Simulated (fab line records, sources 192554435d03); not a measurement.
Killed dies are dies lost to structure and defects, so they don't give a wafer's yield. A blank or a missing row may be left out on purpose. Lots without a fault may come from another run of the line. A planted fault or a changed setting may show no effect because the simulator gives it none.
One fault seen from 2 desks | flow n5_finfet | each desk has only its own numbers; what lay behind them comes last

THE METROLOGY DESK
What the gauges read, lot by lot, whatever tool the lot ran on: means of the sampled wafers that have a number. A lot is out of limits, marked OUT, if its mean lies more than 4 standard deviations from the usual mean; the brackets give that distance. Of its 12 readings 7 are shown: the one that was out of limits first, and those that lie furthest out on some lot.
Columns: A = CJ_P at N5_BEOL_M4_RC_MEAS_101, usual 5.78; B = DIBL_N at N5_BEOL_M4_RC_MEAS_101, usual 36.2 mV/V; C = DIBL_P at N5_BEOL_M4_RC_MEAS_101, usual 36.3 mV/V; D = ION_P at N5_BEOL_M4_RC_MEAS_101, usual 465 uA/um; E = REXT_P at N5_BEOL_M4_RC_MEAS_101, usual 100.1 ohm.um; F = SS_N at N5_BEOL_M4_RC_MEAS_101, usual 71.4 mV/dec; G = VT_P at N5_BEOL_M4_RC_MEAS_101, usual -250 mV
lot  | first seen here | A               | B    | C    | D   | E     | F    | G
L326 | day 8 19:41     | 5.89            | 34.9 | 35.6 | 466 | 94.6  | 70.7 | -250
L335 | day 11 21:13    | 5.63            | 36.8 | 36.8 | 460 | 97.2  | 71.6 | -251
L342 | day 12 21:04    | 5.22 (-4.3) OUT | 35.0 | 35.0 | 455 | 103.4 | 71.2 | -251
L345 | day 14 17:02    | 5.40            | 36.8 | 35.6 | 452 | 104.1 | 71.6 | -254
This desk's finding: out of limits on L342; first on L342, day 12 21:04 (CJ_P at N5_BEOL_M4_RC_MEAS_101). In limits: L326, L335, L345.

THE TOOL OWNER'S DESK: rie_si-05
The tool's own readings at N5_SD_EPI_P_SD_RECESS_17 (chemistry HBr/Cl2/O2, target depth 39.1 nm, bt time 3 s): means of the sampled wafers that have a number, for each lot that ran on this tool. A lot is out of limits, marked OUT, if its mean lies more than 4 standard deviations from the usual mean; the brackets give that distance.
Columns: A = HBr_flow_sccm at N5_SD_EPI_P_SD_RECESS_17, usual 150.0 sccm; B = drypump_motor_current_A at N5_SD_EPI_P_SD_RECESS_17, usual 5.86 A; C = mfc_cl2_sccm at N5_SD_EPI_P_SD_RECESS_17, usual 79.99 sccm; D = oes_product_au at N5_SD_EPI_P_SD_RECESS_17, usual 1.000 a.u.; E = throttle_valve_pct at N5_SD_EPI_P_SD_RECESS_17, usual 37.1 %
lot  | first seen here | A     | B    | C     | D     | E
L326 | day 4 02:18     | 149.5 | 5.82 | 79.85 | 1.007 | 37.1
L342 | day 8 00:20     | 150.0 | 5.81 | 79.81 | 1.018 | 37.2
L345 | day 9 01:04     | 150.3 | 5.83 | 80.11 | 1.000 | 37.1
This desk's finding: nothing out of limits on any of the 3 lots.

PUT TOGETHER
The metrology desk could have raised an alarm at day 12 21:04, on L342.
The tool owner's desk saw nothing out of limits.
The tool owner's desk has L342 on record, within its limits.
Of the lots named, all ran N5_SD_EPI_P_SD_RECESS_17 on rie_si-05.

WHAT THE SIMULATOR HAD PUT IN
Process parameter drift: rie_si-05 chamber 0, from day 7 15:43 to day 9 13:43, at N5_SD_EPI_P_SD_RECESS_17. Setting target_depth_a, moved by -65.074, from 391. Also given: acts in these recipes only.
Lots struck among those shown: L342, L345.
Hours from the fault's start to each desk's first reading out of limits: the metrology desk, 125.
